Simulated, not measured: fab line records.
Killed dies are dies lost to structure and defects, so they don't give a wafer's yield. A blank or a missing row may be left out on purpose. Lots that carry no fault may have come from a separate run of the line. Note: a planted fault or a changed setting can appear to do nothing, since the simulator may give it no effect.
fab line records	flow nand-harc
record lots=13	wafers=39	last-day=30
route steps=1302 shown P_GATE@155 END@1302
lots with no fault: from the same line, run without faults
start-h: the number of hours between the record's first day and the start of the first shown wafer of the lot	wait-h: how many hours have passed since the lot's step before this one	" as in the row above	L1.1+2: several wafers, shown together as one row	- no value, or no start given	* or withheld: withheld	< > ~ a bound
route shown NAME@n: NAME is a module with steps in the file, n the number in the route of the first one	usual: average and standard deviation across the fault-free wafers	same: alike in all rows	chamber/n: place in a boat	sites: readings site by site	_std_site: how widely they spread, as a standard deviation	_edge_site: outer sites' mean less inner sites'	radius-mm: for every site, how far away it sits from the centre of the wafer	mask NAME#n: copy n	behind: the most recent tool/chamber to have shaped the wafer	hold: cause of the lot's hold/its duration in hours/its outcome	device: names the non-switching transistor (n, p or np)	end of line: tests run on the same wafers once the route is complete	where a step has no rows: the recipe by itself	killed: not the wafer's yield, but the dies lost to structure and defects at the first sort	map: per-die view of a wafer (x killed, . not killed, _ where there is no die)
set.NAME: the setting that was run; set.NAME@STEP: the one run at that earlier step	model.NAME: the simulator's own value behind a step, which no gauge read
route steps across a sampled set of lots; one table per step, one row per wafer
services: a tool's chamber out of use, with start hour (start-h, from the record's first day; less than 0 if before it), hours out, and reason
## steps
# step NHARC_P_GATE_ALD_36
# recipe target-thk-a=200	pulse-time-s=60	ald-cycles=223	temp-c=400	material=SiNx
# usual heater-power-w=862/88	precursor-pulse-height-rel=0.998/0.019	susceptor-temp-C=399.99/0.21
lot.wafer	tool	chamber	start-h	wait-h	heater-power-w	precursor-pulse-height-rel	since-wet-clean-h	susceptor-temp-C
L465.1	ald-sin-02	2	103.86	-	744	1.030	156	399.70
L465.3	"	0	106.00	-	776	0.963	158	400.12
L465.5	"	2	108.13	-	726	0.987	-	399.73
L466.4	ald-sin-04	0	107.63	-	937	1.016	10	-
L466.3	"	3	110.74	-	1006	1.028	13	-
L466.5	"	1	112.82	-	896	0.986	-	-
L467.3	ald-sin-01	0	123.65	-	748	0.992	71	400.13
L467.2	"	2	125.06	-	931	0.976	72	400.08
L467.6	"	2	129.31	-	911	0.997	-	400.12
L469.4	ald-sin-04	3	137.12	-	972	0.966	39	400.45
L469.2	"	2	140.25	-	866	0.979	43	399.86
L469.6	"	3	141.29	-	978	0.986	-	399.58
L470.2	ald-sin-01	1	157.45	-	943	0.997	104	400.17
L470.4	"	3	159.54	-	804	0.968	107	399.94
L470.1	"	0	160.59	-	757	0.999	108	399.61
L471.4	ald-sin-02	1	169.66	-	939	0.995	44	399.75
L471.5	"	3	171.78	-	850	0.968	-	400.03
L471.6	"	0	172.84	-	761	0.973	-	399.95
L472.2	ald-sin-04	2	175.29	-	863	1.005	78	400.36
L472.1	"	0	177.47	-	953	1.034	80	399.82
L472.5	"	2	179.64	-	864	1.001	-	400.06
L473.1	ald-sin-01	1	182.16	-	920	0.996	129	399.90
L473.4	"	2	183.24	-	917	0.979	130	399.75
L473.5	"	2	187.54	-	923	1.015	-	400.23
L475.1	ald-sin-04	1	204.72	-	890	1.008	107	400.09
L475.3	"	3	206.88	-	957	0.984	109	399.88
L475.5	"	2	210.11	-	870	0.991	-	400.04
L477.3	ald-sin-02	0	218.91	-	791	0.997	93	399.78
L477.1	"	2	221.06	-	691	0.995	95	400.14
L477.6	"	0	223.20	-	784	0.996	-	399.88
L479.2	ald-sin-01	3	241.66	-	779	0.984	10	400.47
L479.1	"	1	243.79	-	945	1.006	12	400.27
L479.6	"	3	245.93	-	779	0.981	-	400.27
L480.1	ald-sin-04	2	255.17	-	857	0.973	158	399.98
L480.4	"	3	256.22	-	956	1.020	159	399.87
L480.3	"	1	258.31	-	901	1.010	161	399.80
L481.3	ald-sin-02	3	255.43	-	818	1.019	129	399.94
L481.5	"	2	258.55	-	684	0.999	-	399.75
L481.6	"	3	259.59	-	832	1.001	-	400.58
# step NHARC_P_GATE_STRIP_75
# recipe power-w=1500	temp-c=250	chemistry=O2
# usual drypump-motor-current-A=5.77/0.16	heater-power-w=351/22
lot.wafer	tool	chamber	start-h	wait-h	drypump-motor-current-A	heater-power-w	rf-hours-counter-h
L465.1	plasma-asher-01	1	114.25	0.2	6.06	375	25
L465.3	"	0	"	"	5.77	344	-
L465.5	"	0	"	"	5.76	335	-
L466.4	plasma-asher-01	1	118.92	0.2	6.03	387	-
L466.3	"	0	"	"	5.75	341	-
L466.5	"	1	"	"	6.05	379	-
L467.2	plasma-asher-02	0	137.18	0.2	5.73	317	13
L467.3	"	1	"	"	5.61	360	-
L467.6	"	1	"	"	5.62	360	-
L469.2	plasma-asher-02	1	148.69	0.3	5.60	367	16
L469.4	"	1	"	"	5.56	369	-
L469.6	"	1	"	"	5.59	354	-
L470.1	plasma-asher-02	0	168.75	0.3	5.70	329	22
L470.2	"	1	"	"	5.63	364	22
L470.4	"	0	"	"	5.73	327	-
L471.4	plasma-asher-02	0	178.82	0.2	5.69	326	-
L471.5	"	0	"	"	5.73	332	-
L471.6	"	1	"	"	5.62	357	-
L472.2	plasma-asher-02	1	186.70	0.3	5.63	362	27
L472.1	"	0	"	"	5.73	319	27
L472.5	"	1	"	"	5.60	370	-
L473.1	plasma-asher-02	1	193.63	0.2	5.63	360	29
L473.4	"	0	"	"	5.72	326	-
L473.5	"	1	"	"	5.62	358	-
L475.1	plasma-asher-02	1	216.34	0.2	5.61	358	33
L475.3	"	0	"	"	5.73	333	-
L475.5	"	1	"	"	5.56	354	-
L477.1	plasma-asher-01	0	229.31	0.2	5.74	340	10
L477.3	"	0	"	"	5.73	332	-
L477.6	"	0	"	"	5.76	339	-
L479.1	plasma-asher-01	1	252.24	0.2	6.02	372	14
L479.2	"	0	"	"	5.75	341	14
L479.6	"	1	"	"	6.06	381	-
L481.3	plasma-asher-01	0	265.68	0.1	5.75	344	-
L481.5	"	1	"	"	6.03	376	-
L481.6	"	0	"	"	5.78	345	-
L480.1	plasma-asher-02	1	266.47	0.2	5.61	398	1
L480.3	"	1	"	"	5.62	390	-
L480.4	"	0	"	"	5.71	319	-
# step NHARC_P_GATE_DEGAS_109
# recipe temp-c=300	time-s=60
# usual heater-power-w=469/44	susceptor-temp-C=299.98/0.18
# same time-s=60
lot.wafer	tool	chamber	start-h	wait-h	heater-power-w	susceptor-temp-C
L465.3	pvd-sputter-03	-	118.88	0.1	480	300.04
L465.1	"	-	"	"	481	299.85
L465.5	"	-	"	"	428	299.94
L466.4	pvd-sputter-02	-	123.67	0.1	509	299.92
L466.3	"	-	"	"	425	299.77
L466.5	"	-	"	"	524	300.26
L467.2	pvd-sputter-03	-	141.98	0.1	449	299.77
L467.3	"	-	"	"	480	300.16
L467.6	"	-	"	"	456	299.96
L469.4	pvd-sputter-02	-	153.79	0.1	493	300.19
L469.2	"	-	"	"	500	299.97
L469.6	"	-	"	"	432	299.97
L470.2	pvd-sputter-02	-	173.55	0.1	435	299.87
L470.4	"	-	"	"	502	300.20
L470.1	"	-	"	"	414	299.92
L471.4	pvd-sputter-02	-	183.49	0.1	519	299.66
L471.6	"	-	"	"	424	299.82
L471.5	"	-	"	"	524	299.94
L472.2	pvd-sputter-03	-	191.52	0.1	484	300.07
L472.1	"	-	"	"	446	299.80
L472.5	"	-	"	"	466	300.10
L473.1	pvd-sputter-03	-	198.26	0.1	420	300.06
L473.4	"	-	"	"	467	300.07
L473.5	"	-	"	"	410	299.88
L475.3	pvd-sputter-02	-	220.96	0.1	511	299.85
L475.1	"	-	"	"	518	299.85
L475.5	"	-	"	"	445	300.27
L477.3	pvd-sputter-02	-	234.08	0.1	508	299.73
L477.1	"	-	"	"	425	299.91
L477.6	"	-	"	"	432	300.42
L479.1	pvd-sputter-01	-	257.25	0.1	426	299.94
L479.2	"	-	"	"	484	299.92
L479.6	"	-	"	"	421	299.95
L481.3	pvd-sputter-02	-	270.21	0.1	514	299.93
L481.5	"	-	"	"	497	299.86
L481.6	"	-	"	"	428	300.03
L480.4	pvd-sputter-01	-	271.23	0.1	476	299.98
L480.3	"	-	"	"	448	299.69
L480.1	"	-	"	"	418	299.87
# step NHARC_P_GATE_PRE_CLEAN_110
# recipe time-s=30	bias-v=200	gas=Ar
# usual bias-v=199.8/1.9	time-s=30/0
lot.wafer	tool	chamber	start-h	wait-h	bias-v	time-s
L465.3	pvd-sputter-03	-	118.94	-	203.5	30
L465.1	"	-	"	"	199.1	30
L465.5	"	-	"	"	196.2	30
L466.3	pvd-sputter-02	-	123.70	-	201.4	30
L466.4	"	-	"	"	198.2	30
L466.5	"	-	"	"	202.0	30
L467.3	pvd-sputter-03	-	142.04	-	199.3	30
L467.2	"	-	"	"	196.0	30
L467.6	"	-	"	"	202.6	30
L469.2	pvd-sputter-02	-	153.83	-	200.3	30
L469.4	"	-	"	"	198.2	30
L469.6	"	-	"	"	200.3	30
L470.1	pvd-sputter-02	-	173.61	-	199.6	30
L470.4	"	-	"	"	199.1	30
L470.2	"	-	"	"	196.8	30
L471.4	pvd-sputter-02	-	183.54	-	198.6	30
L471.5	"	-	"	"	201.1	30
L471.6	"	-	"	"	198.2	30
L472.1	pvd-sputter-03	-	191.58	-	198.5	30
L472.2	"	-	"	"	200.4	30
L472.5	"	-	"	"	200.4	30
L473.4	pvd-sputter-03	-	198.32	-	200.0	30
L473.1	"	-	"	"	205.2	30
L473.5	"	-	"	"	202.3	30
L475.3	pvd-sputter-02	-	221.00	-	199.7	30
L475.1	"	-	"	"	196.9	30
L475.5	"	-	"	"	198.2	30
L477.1	pvd-sputter-02	-	234.12	-	200.1	30
L477.3	"	-	"	"	196.6	30
L477.6	"	-	"	"	196.1	30
L479.2	pvd-sputter-01	-	257.30	-	-	-
L479.1	"	-	"	"	-	-
L479.6	"	-	"	"	-	-
L481.3	pvd-sputter-02	-	270.26	-	-	-
L481.5	"	-	"	"	-	-
L481.6	"	-	"	"	-	-
L480.3	pvd-sputter-01	-	271.28	-	-	-
L480.1	"	-	"	"	-	-
L480.4	"	-	"	"	-	-
# step NHARC_END_SORT_01
# recipe temp-c=25
# usual killed-at-array=57/24	killed-at-other=0.7/0.94	killed-at-periphery=3.8/2.5	killed-dies=62/23	killed-open=3.1/1.8	killed-short=2.5/1.6
# same gross-dies=677
lot.wafer	tool	chamber	start-h	wait-h	killed-at-array	killed-at-other	killed-at-periphery	killed-dies	killed-open	killed-short
L470.1	prober-01	0	665.37	2.5	40	0	3	43	3	1
L470.2	prober-01	0	666.16	2.8	49	1	4	54	0	3
L470.4	prober-01	0	667.74	3.4	50	1	7	58	7	3
L477.1	prober-02	0	682.47	2.5	39	1	1	41	3	1
L477.3	prober-02	0	684.08	3.1	44	1	3	48	4	1
L477.6	prober-02	0	686.48	4.0	50	1	1	52	1	4
# killed by level:class
L470.1 A_CHANNEL_HOLE_D2:chamber-film-flake=27 A_WL_FILL:chamber-film-flake=3 A_CHANNEL_HOLE_D2:geometric-particle:open=2 P_STI:chamber-film-flake=2 A_CHANNEL_HOLE_D1:chamber-film-flake=2 A_CONTACT:chamber-film-flake=2 P_M0:geometric-particle:open=1 A_ONON_D2:geometric-particle:short=1
L470.2 A_CHANNEL_HOLE_D2:chamber-film-flake=34 A_WL_FILL:chamber-film-flake=4 A_CHANNEL_FILL_D2:chamber-film-flake=3 P_GATE:chamber-film-flake=2 P_GATE:geometric-particle:short=1 A_SOURCE_PLATE:geometric-particle:short=1 A_CHANNEL_FILL_D1:geometric-particle:short=1 P_STI:chamber-film-flake=1
L470.4 A_CHANNEL_HOLE_D2:chamber-film-flake=31 P_STI:chamber-film-flake=3 A_BLC:chamber-film-flake=3 A_ONON_D1:geometric-particle:open=2 A_CHANNEL_FILL_D1:geometric-particle:open=2 P_GATE:chamber-film-flake=2 A_CHANNEL_HOLE_D1:chamber-film-flake=2 A_WL_FILL:chamber-film-flake=2
L477.1 A_SLIT:chamber-film-flake=28 A_CHANNEL_HOLE_D2:chamber-film-flake=2 A_STAIRCASE:chamber-film-flake=2 A_ONON_D2:geometric-particle:open=1 A_CHANNEL_FILL_D2:geometric-particle:short=1 A_CHANNEL_FILL_D2:geometric-particle:open=1 A_BLC:geometric-particle:open=1 P_CONTACT:chamber-film-flake=1
L477.3 A_SLIT:chamber-film-flake=28 A_STAIRCASE:chamber-film-flake=5 A_CHANNEL_HOLE_D1:chamber-film-flake=3 A_CHANNEL_FILL_D1:geometric-particle:open=2 P_GATE:chamber-film-flake=2 A_CHANNEL_FILL_D2:geometric-particle:open=1 A_BLC:geometric-particle:short=1 A_BLC:geometric-particle:open=1
L477.6 A_SLIT:chamber-film-flake=29 A_CHANNEL_HOLE_D1:chamber-film-flake=7 A_STAIRCASE:chamber-film-flake=3 A_CHANNEL_HOLE_D2:chamber-film-flake=2 A_CONTACT:chamber-film-flake=2 A_CHANNEL_FILL_D1:geometric-particle:open=1 A_CHANNEL_FILL_D1:geometric-particle:short=1 A_WL_FILL:geometric-particle:short=1
## services
tool	chamber	start-h	hours	kind
plasma-asher-02	0	81.98	-	clean
plasma-asher-02	1	81.98	-	clean
ald-sin-04	-	89.72	10.0	pm
pvd-sputter-01	-	104.00	3.3	repair
pvd-sputter-02	-	104.02	10.0	pm
ald-sin-02	-	118.13	10.0	pm
ald-sin-01	1	118.30	8.9	repair
pvd-sputter-02	-	139.26	1.1	repair
plasma-asher-01	-	145.51	8.7	repair
ald-sin-04	0	151.96	18.1	repair
plasma-asher-01	-	165.00	9.0	pm
pvd-sputter-03	-	170.00	10.0	pm
pvd-sputter-01	-	177.38	0.7	repair
pvd-sputter-01	-	220.11	1.6	repair
pvd-sputter-01	-	226.28	10.0	pm
ald-sin-04	-	226.65	12.6	repair
plasma-asher-02	-	240.11	1.4	repair
pvd-sputter-01	-	243.07	6.7	repair
plasma-asher-02	-	250.07	9.0	pm
plasma-asher-02	0	250.07	9.0	vent-cycle
plasma-asher-02	1	250.07	9.0	vent-cycle
pvd-sputter-03	-	253.72	1.8	repair
plasma-asher-02	0	259.07	-	clean
ald-sin-04	-	267.72	10.0	pm
## key
first-sign step=NHARC_P_GATE_PRE_CLEAN_110	reading=tool-record	direction=missing
effect none on later readings
met-at NHARC_P_GATE_PRE_CLEAN_110
struck-lots L479,L480,L481
tester-left-out L479,L480,L481
not-acting-at NHARC_P_GATE_ALD_36,NHARC_P_GATE_STRIP_75,NHARC_P_GATE_DEGAS_109
onset-between 234.12 257.30
fault kind=skipped-step-whole	tool=pvd-sputter-01,pvd-sputter-02	chamber=-	onset-h=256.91	steps=NHARC_P_GATE_PRE_CLEAN_110	scope=struck-lots-only
# tester-left-out: of these lots the tester's yield and bins aren't shown, on N5 and GAA mostly nor the transistor test; their killed dies are dies lost to structure and defects alone, not to doping, threshold or leakage, so they don't give the yield
